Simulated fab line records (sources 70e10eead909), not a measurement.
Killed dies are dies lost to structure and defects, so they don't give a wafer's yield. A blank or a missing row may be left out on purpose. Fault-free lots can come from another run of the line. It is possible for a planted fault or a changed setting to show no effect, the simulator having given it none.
Which tool is to blame? / flow nand-harc / 6 lots, 18 wafers sampled, at 5 steps of a route of 1302

## WHAT THE GAUGES READ, wafer by wafer
NHARC_END_SORT_01.
lot / measured / on / defect-limited-yield (%)

## TOOL THAT RAN EACH LOT (tool first, then ch and the chambers of the sampled wafers, then the start)
lot=L288; NHARC_A_M0_PRE_CLEAN_29=pvd-sputter-03, day 22 23:00 or earlier; NHARC_A_M0_PVD_20=pvd-sputter-03, day 22 23:00 or earlier; NHARC_A_M1_DEVELOP_08=litho-track-06 ch 0, day 22 23:00; NHARC_A_M1_PVD_20=pvd-sputter-01, no start
lot=L292; NHARC_A_M0_PRE_CLEAN_29=pvd-sputter-03, day 24 16:00 or earlier; NHARC_A_M0_PVD_20=pvd-sputter-03, day 24 16:00 or earlier; NHARC_A_M1_DEVELOP_08=litho-track-01 ch 0, day 24 16:00; NHARC_A_M1_PVD_20=pvd-sputter-03, no start
lot=L295; NHARC_A_M0_PRE_CLEAN_29=pvd-sputter-01, day 26 08:00 or earlier; NHARC_A_M0_PVD_20=pvd-sputter-01, day 26 08:00 or earlier; NHARC_A_M1_DEVELOP_08=litho-track-01 ch 0, day 26 08:00; NHARC_A_M1_PVD_20=pvd-sputter-02, no start
lot=L298; NHARC_A_M0_PRE_CLEAN_29=pvd-sputter-01, day 27 17:00 or earlier; NHARC_A_M0_PVD_20=pvd-sputter-01, day 27 17:00 or earlier; NHARC_A_M1_DEVELOP_08=litho-track-01 ch 0, day 27 17:00; NHARC_A_M1_PVD_20=pvd-sputter-03, no start
lot=L301; NHARC_A_M0_PRE_CLEAN_29=pvd-sputter-03, day 28 11:00 or earlier; NHARC_A_M0_PVD_20=pvd-sputter-03, day 28 11:00 or earlier; NHARC_A_M1_DEVELOP_08=litho-track-01 ch 0, day 28 11:00; NHARC_A_M1_PVD_20=pvd-sputter-02, no start
lot=L306; NHARC_A_M0_PRE_CLEAN_29=pvd-sputter-02, day 30 05:00 or earlier; NHARC_A_M0_PVD_20=pvd-sputter-02, day 30 05:00 or earlier; NHARC_A_M1_DEVELOP_08=litho-track-04 ch 0, day 30 05:00; NHARC_A_M1_PVD_20=pvd-sputter-03, no start
- NHARC_A_M0_PRE_CLEAN_29: time 30 s.
- NHARC_A_M0_PVD_20: deposits TaN, target thk 5 nm, time 8.06 s.
- NHARC_A_M1_DEVELOP_08: develop time 35 s.
- NHARC_A_M1_PVD_20: deposits TaN, target thk 5 nm, time 8.06 s.

## THE ANSWER, worked out from the rows above alone
Rule: usual is defined by the lots themselves. Put in order of their means at a reading, lots are off if they are a third of the lots or fewer, leave a main group of 4 or more, and stand apart from it by a gap of 3 or more times the standard deviation of the main group's means; of several such gaps the widest counts. Not used: any main group whose means are identical at the precision the tables above print for the reading. Also off: a lot with no number at a reading for which 4 or more lots have one. Any other lot the step has rows for is counted as sound.
No lot is off at any reading shown: from this, nothing can be told.

## WHAT THE SIMULATOR PUT IN
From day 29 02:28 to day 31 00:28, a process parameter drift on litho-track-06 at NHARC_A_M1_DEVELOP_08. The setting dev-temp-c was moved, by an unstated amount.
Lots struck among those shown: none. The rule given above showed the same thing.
